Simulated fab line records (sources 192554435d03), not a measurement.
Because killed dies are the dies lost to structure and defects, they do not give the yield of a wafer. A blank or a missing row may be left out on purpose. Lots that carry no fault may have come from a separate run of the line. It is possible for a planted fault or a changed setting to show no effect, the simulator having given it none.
Comparing a struck lot with a sound one | flow n5_finfet | 18 out of 1938 route steps
Sound: the wafers L357.1, L357.4, L357.5. Struck: wafer L359.1. (L359.5 of the same lot was not struck and is left out.) The cause comes at the end.
Order at every step that has rows: each side's tool, ch and its chambers, its first start. Under that, the readings that differ: sound wafers | struck wafers | difference of the means | sigmas: that difference in standard deviations of wafers without a fault.
alike: words and numbers the same on both sides, and readings whose means are apart by under 2 such deviations; not compared: readings that were withheld, readings missing a value for some wafer, numbers with overlapping values and no deviation given by the record, and bounds like >300 which may hide the same value.
Wherever a step has rows on one side only, a row that says differs or no value, or a row with sigmas, the two part there. Numbers that don't overlap but have no deviation are shown without sigmas and don't part them. Lack of a reading on every wafer of one side parts them only where that side has two or more wafers.

first, 6 steps without rows for these wafers: N5_BEOL_M6_COAT_22 (resist thk 30 nm); N5_BEOL_M6_EBR_24; N5_BEOL_M6_SOFTBAKE_23 (time 60 s); N5_BEOL_M6_EXPOSE_25 (exposes mask V5, target cd 40 nm); N5_BEOL_M6_PEB_26 (peb time 60 s); N5_BEOL_M6_DEVELOP_27 (develop time 30 s).
N5_BEOL_M6_CD_MEAS_28: target cd 40 nm.
  sound on cd_sem-01 ch 0, day 9 09:14; struck on cd_sem-02 ch 0, day 10 02:37
  alike: cd_nm
N5_BEOL_M6_OVL_MEAS_29:
  sound on overlay-01 ch 0, day 9 09:16; struck on overlay-02 ch 0, day 10 02:38
  alike: V5_OVL
N5_BEOL_M6_INSPECT_30: inspects for defects (brightfield).
  sound on defect_inspect-02 at day 9 09:19; struck on defect_inspect-01 at day 10 02:42
  alike: raw_defect_count
N5_BEOL_M6_DESCUM_33: chemistry O2, time 7 s.
  sound on rie_diel-05 ch 1,2,3, day 9 09:31; struck on rie_diel-03 ch 1, day 10 02:59
  alike: bias_power_w, drypump_motor_current_A, oes_product_au, rf_vpp_V, showerhead_plenum_p_Torr, throttle_valve_pct
  not compared: rf_hours_counter_h
N5_BEOL_M6_ETCH_72: etches underlayer in N2/H2, target depth 6.5 nm, time 5.2 s.
  sound on rie_diel-05 ch 1,2,3, day 9 09:33; struck on rie_diel-03 ch 1, day 10 03:01
  alike: bias_w, drypump_motor_current_A, etch_rf_on_time_s, oes_product_au, rf_vpp_V, showerhead_plenum_p_Torr, throttle_valve_pct
  not compared: rf_hours_counter_h
N5_BEOL_M6_ETCH_65: etches SiARC in CF4, target depth 15.6 nm, time 26 s.
  sound on rie_diel-05 ch 1,2,3, day 9 09:34; struck on rie_diel-03 ch 1, day 10 03:02
  alike: bias_w, drypump_motor_current_A, etch_rf_on_time_s, oes_product_au, rf_vpp_V, showerhead_plenum_p_Torr, throttle_valve_pct
  not compared: rf_hours_counter_h
N5_BEOL_M6_ETCH_66: etches SOC in N2/H2, target depth 80 nm, overetch 16 nm, time 120 s.
  sound on rie_diel-05 ch 1,2,3, day 9 09:36; struck on rie_diel-03 ch 1, day 10 03:04
  reading                                    | sound       | struck | difference | sigmas
  model.SiARC_of_BEOL_M6_COAT_64.thk_nm (nm) | 6.6 6.6 6.2 | 7      | +1         |
  alike: bias_w, drypump_motor_current_A, oes_product_au, rf_vpp_V, showerhead_plenum_p_Torr, throttle_valve_pct
  not compared: rf_hours_counter_h, model.BEOL_M6.cd_nm
then, 2 steps without rows for these wafers: N5_BEOL_M6_STRIP_69 (strips in N2/H2); N5_BEOL_M6_STRIP_73 (strips in N2/H2).
N5_BEOL_M6_VIA_ETCH_34: etches SiCOH lowk in C4F6/O2, target depth 126.3 nm, time 50.9 s.
  sound on rie_diel-05 ch 1,2,3, day 9 09:42; struck on rie_diel-03 ch 1, day 10 03:10
  reading                  | sound        | struck | difference | sigmas
  model.BEOL_M6.cd_nm (nm) | 40.2 40 40.2 | 39.6   | -0.5       |
  alike: bias_w, drypump_motor_current_A, oes_product_au, rf_vpp_V, showerhead_plenum_p_Torr, throttle_valve_pct
  not compared: rf_hours_counter_h
then, 1 step without rows for these wafers: N5_BEOL_M6_STRIP_76 (strips in C4F6/O2).
-- the record jumps here: 4 days lie between the struck wafers' starts before and after (it left off in module BEOL_M6 and takes up again in module PASSIVATION, whose first step shown is number 1936 of the route) --
N5_PASSIVATION_PROBE_49:
  sound on prober-01 at day 13 07:34; struck on prober-01 at day 13 15:11
  reading                  | sound          | struck | difference | sigmas
  defect_limited_yield (%) | 89.2 90.0 90.0 | 93.0   | +3.3       | +2
  killed_at_front_end      | 49 70 48       | 31     | -25        | -2
  killed_dies              | 127 118 118    | 83     | -38        | -2
  sort_bin_6_memory (%)    | 3.3 3.5 4.0    | 2.0    | -1.6       | -2
  sort_n_pass              | 1053 1062 1062 | 1097   | +38        | +2
  sort_yield_pct (%)       | 89.2 90.0 90.0 | 93.0   | +3.3       | +2
  alike: killed_at_M0_to_M3, killed_at_M4_up, killed_at_contacts, killed_at_other, killed_open, killed_short, sort_bin_5_function

## WHERE THEY PART
Only at N5_PASSIVATION_PROBE_49, as far as this record shows.

WHY: whatever the simulator had introduced
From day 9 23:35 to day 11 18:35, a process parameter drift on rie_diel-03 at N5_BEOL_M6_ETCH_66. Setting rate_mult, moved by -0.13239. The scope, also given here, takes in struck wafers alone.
